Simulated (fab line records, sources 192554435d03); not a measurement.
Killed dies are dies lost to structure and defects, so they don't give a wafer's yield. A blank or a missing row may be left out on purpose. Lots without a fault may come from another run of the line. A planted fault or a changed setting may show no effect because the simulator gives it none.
A struck lot beside a sound one | flow n5_finfet | 14 steps out of a route of 1938
Sound: wafers L398.2, L398.4, L398.6. Struck: wafers L403.2, L403.4, L403.5. The cause comes at the end.
At each step with rows: each side's tool, then ch and its chambers, then its first start. Under that, the readings that differ: sound wafers | struck wafers | difference of the means | sigmas: that difference in standard deviations of wafers without a fault.
alike: readings whose means differ by less than 2 such deviations, and words and numbers that are the same on both sides. not compared: withheld readings, readings that some wafer has no value for, bounds like >300 that may hide the same value, and numbers for which the record gives no deviation and whose values overlap.
The two part at a step that has a row with sigmas, a row that says differs or no value, or rows on one side only. Numbers that don't overlap but have no deviation are shown without sigmas and don't part them. A reading that every wafer of one side lacks parts them only if that side has two wafers or more.

first, 1 step without rows for these wafers: N5_MOL_CONTACT_COAG_WET_ETCH_116 (etches the open film in SC1-inhibited, target depth 4.6 nm, rinse time 30 s).
N5_MOL_CONTACT_COAG_ALD_27: deposits SiOC, target thk 17 nm, pulse time 1.5 s, time 2720 s.
  sound on ald_sin-04 ch 1,2, day 6 08:54; struck on ald_sin-02 ch 0,2, day 7 15:33
  alike: heater_power_outer_w, heater_power_w, precursor_pulse_height_rel, susceptor_temp_C
N5_MOL_CONTACT_COAG_CMP_28: polishes, stops on SiNx, t overpolish 0.85 s, target thk 14.522 nm.
  sound on cmp-04 ch 0,3, day 6 10:31; struck on cmp-04 ch 0,2, day 7 17:07
  alike: motor_current_A, time_to_endpoint_s
N5_MOL_CONTACT_COAG_THK_MEAS_29:
  sound on film_metro-01, day 6 10:46; struck on film_metro-01, day 7 17:25
  reading         | sound             | struck            | difference | sigmas
  MD_CAP_THK (nm) | 17.81 17.86 17.84 | 18.05 18.14 18.03 | +0.24      | +3
N5_MOL_CONTACT_COAG_ALD_123: deposits SiNx, target thk 5 nm, pulse time 1 s, purge time 2 s.
  sound on ald_sin-02 ch 2,3, day 6 10:48; struck on ald_sin-02 ch 0,2, day 7 17:27
  alike: heater_power_outer_w, heater_power_w, precursor_pulse_height_rel, susceptor_temp_C
then, 7 steps without rows for these wafers: N5_MOL_CONTACT_COAG_PECVD_31 (deposits SiO2 from TEOS/O2, target thk 46 nm, time 8.9 s); N5_MOL_CONTACT_COAG_COAT_75 (time 60 s, resist thk 60 nm); N5_MOL_CONTACT_COAG_COAT_76 (time 60 s, resist thk 10 nm); N5_MOL_CONTACT_COAG_COAT_77 (time 60 s, resist thk 10 nm); N5_MOL_CONTACT_COAG_COAT_78 (resist thk 40 nm); N5_MOL_CONTACT_COAG_EBR_80; N5_MOL_CONTACT_COAG_SOFTBAKE_79 (time 60 s).
N5_MOL_CONTACT_COAG_EXPOSE_81: exposes mask VG, defocus 0 nm.
  sound on euv_scanner-01 ch 0, day 6 11:31; struck on euv_scanner-02, day 7 18:10
  no value came back on the struck wafers for exposure_dose_mJ_cm2, focus_offset_nm (nm); on the sound wafers exposure_dose_mJ_cm2 reads 59.3 59.3 59.3
  alike: mask
then, 1 step without rows for these wafers: N5_MOL_CONTACT_COAG_PEB_82 (peb time 60 s).

WHERE THEY PART
First at N5_MOL_CONTACT_COAG_THK_MEAS_29; last, within this record, at N5_MOL_CONTACT_COAG_EXPOSE_81.

WHY: what the simulator had put in
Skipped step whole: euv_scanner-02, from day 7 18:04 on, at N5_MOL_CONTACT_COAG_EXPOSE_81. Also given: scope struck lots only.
